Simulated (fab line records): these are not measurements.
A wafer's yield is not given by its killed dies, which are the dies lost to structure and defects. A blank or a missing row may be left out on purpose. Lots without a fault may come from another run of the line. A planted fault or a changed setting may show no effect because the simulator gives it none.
A struck lot beside a sound one	flow n5-finfet	16 out of 1938 route steps
Sound: wafers L852.1, L852.3, L852.5. Struck: wafer L850.4 (L850.1, L850.5, from the same lot, were not struck and are left out); the cause is given at the end.
Each step with rows lists, per side, the tool, then ch with its chambers, then its first start. Under that, the readings that differ: sound wafers	struck wafers	difference of the means	sigmas: that difference in standard deviations of wafers without a fault.
alike: words and numbers the same on both sides, and readings whose means are apart by under 2 such deviations; not compared: readings that were withheld, readings missing a value for some wafer, numbers with overlapping values and no deviation given by the record, and bounds like >300 which may hide the same value.
The two part at a step that has a row with sigmas, a row that says differs or no value, or rows on one side only. Numbers that have no deviation but don't overlap get no sigmas and don't part them. A reading missing from all wafers of one side parts the sides only when that side holds two or more wafers.

first, 4 steps without rows for these wafers: N5_BEOL_M3_SOFTBAKE_23 (time 60 s); N5_BEOL_M3_EXPOSE_25 (exposes mask V2, defocus 5 nm); N5_BEOL_M3_PEB_26 (peb time 60 s); N5_BEOL_M3_DEVELOP_27 (develop time 30 s).
N5_BEOL_M3_CD_MEAS_28: target cd 25.7 nm, target cd y 23.3 nm.
  sound on cd-sem-01 ch 0, day 10 13:40; struck on cd-sem-01 ch 0, day 10 04:13
  alike: cd-nm
N5_BEOL_M3_OVL_MEAS_29:
  sound on overlay-01 ch 0, day 10 13:42; struck on overlay-02 ch 0, day 10 04:14
  alike: V2_OVL
N5_BEOL_M3_INSPECT_30: inspects for defects (brightfield).
  sound: defect-inspect-02 at day 10 13:46; struck: defect-inspect-02 at day 10 04:18
  alike: raw-defect-count
N5_BEOL_M3_DESCUM_33: chemistry O2, time 7 s.
  sound on rie-diel-06 ch 1,2,3, day 10 13:48; struck on rie-diel-06 ch 0, day 10 04:34
reading	sound	struck	difference	sigmas
drypump-motor-current-A (A)	6.5 5.9 6.6	5.1	-1.2	-2
  alike: chamber-pressure-mTorr, oes-product-au, rf-vpp-V, showerhead-plenum-p-Torr, throttle-valve-pct
  not compared: rf-hours-counter-h
N5_BEOL_M3_ETCH_77: etches underlayer in N2/H2, target depth 6.5 nm, time 5.2 s.
  sound on rie-diel-06 ch 1,2,3, day 10 13:50; struck on rie-diel-06 ch 0, day 10 04:37
  alike: chamber-pressure-mTorr, drypump-motor-current-A, etch-rf-on-time-s, oes-product-au, rf-vpp-V, showerhead-plenum-p-Torr, throttle-valve-pct
  not compared: rf-hours-counter-h
N5_BEOL_M3_ETCH_69: etches SiARC in CF4, target depth 15.6 nm, time 26 s.
  sound on rie-diel-06 ch 1,2,3, day 10 13:51; struck on rie-diel-06 ch 0, day 10 04:37
reading	sound	struck	difference	sigmas
drypump-motor-current-A (A)	6.5 5.9 6.6	5.1	-1.2	-2
  alike: chamber-pressure-mTorr, etch-rf-on-time-s, oes-product-au, rf-vpp-V, showerhead-plenum-p-Torr, throttle-valve-pct
  not compared: rf-hours-counter-h
N5_BEOL_M3_ALD_98: deposits SiO2, target thk 2.5 nm, pulse time 1 s, co reactant pulse time 1 s.
  sound on ald-sin-04 ch 2,3, day 10 15:03; struck on ald-sin-04 ch 3, day 10 04:43
  alike: heater-power-w, precursor-pulse-height-rel
N5_BEOL_M3_ETCHBACK_99: etches SiO2 in CHF3, target depth 5 nm, time 10.4 s.
  sound on rie-diel-06 ch 0,1, day 10 15:32; struck on rie-diel-05 ch 0, day 10 08:10
  alike: chamber-pressure-mTorr, drypump-motor-current-A, oes-product-au, rf-vpp-V, showerhead-plenum-p-Torr, throttle-valve-pct
  not compared: rf-hours-counter-h
N5_BEOL_M3_ETCH_70: etches SOC in N2/H2, target depth 80 nm, overetch 16 nm, time 120 s.
  sound on rie-diel-06 ch 0,1, day 10 15:34; struck on rie-diel-05 ch 0, day 10 08:12
reading	sound	struck	difference	sigmas
rf-vpp-V (V)	521 527 528	519	-6	-2
model.SiARC_of_BEOL_M3_COAT_68.thk-nm (nm)	6.4 6.6 6.6	7	+0	
  alike: chamber-pressure-mTorr, drypump-motor-current-A, oes-product-au, showerhead-plenum-p-Torr, throttle-valve-pct
  not compared: rf-hours-counter-h
then, 1 step without rows for these wafers: N5_BEOL_M3_STRIP_71 (strips in N2/H2).
N5_BEOL_M4_RC_MEAS_101:
  sound on prober-02 ch 0, day 11 07:49; struck on prober-01 ch 0, day 11 00:08
reading	sound	struck	difference	sigmas
DIBL_N (mV/V)	35.6 33.0 34.5	37.8	+3.4	+2
DIBL_P (mV/V)	34.2 31.8 32.8	38.1	+5.2	+2
IOFF_N (nA/um)	0.13 0.10 0.12	0.20	+0.08	+2
IOFF_P (nA/um)	0.17 0.14 0.15	0.25	+0.10	+2
SS_N (mV/dec)	71.1 69.9 70.9	72.2	+1.6	+3
SS_P (mV/dec)	72.4 72.5 72.1	73.8	+1.5	+2
VT_N (mV)	252 256 255	245	-9	-3
VT_P (mV)	-256 -256 -257	-249	+7	+2
  alike: ION_N, ION_P
following that, these wafers have no rows for 1 step: N5_PASSIVATION_PROBE_49.

WHERE THEY PART
First at N5_BEOL_M3_DESCUM_33; last, within this record, at N5_BEOL_M4_RC_MEAS_101.

WHY: what had been put in by the simulator
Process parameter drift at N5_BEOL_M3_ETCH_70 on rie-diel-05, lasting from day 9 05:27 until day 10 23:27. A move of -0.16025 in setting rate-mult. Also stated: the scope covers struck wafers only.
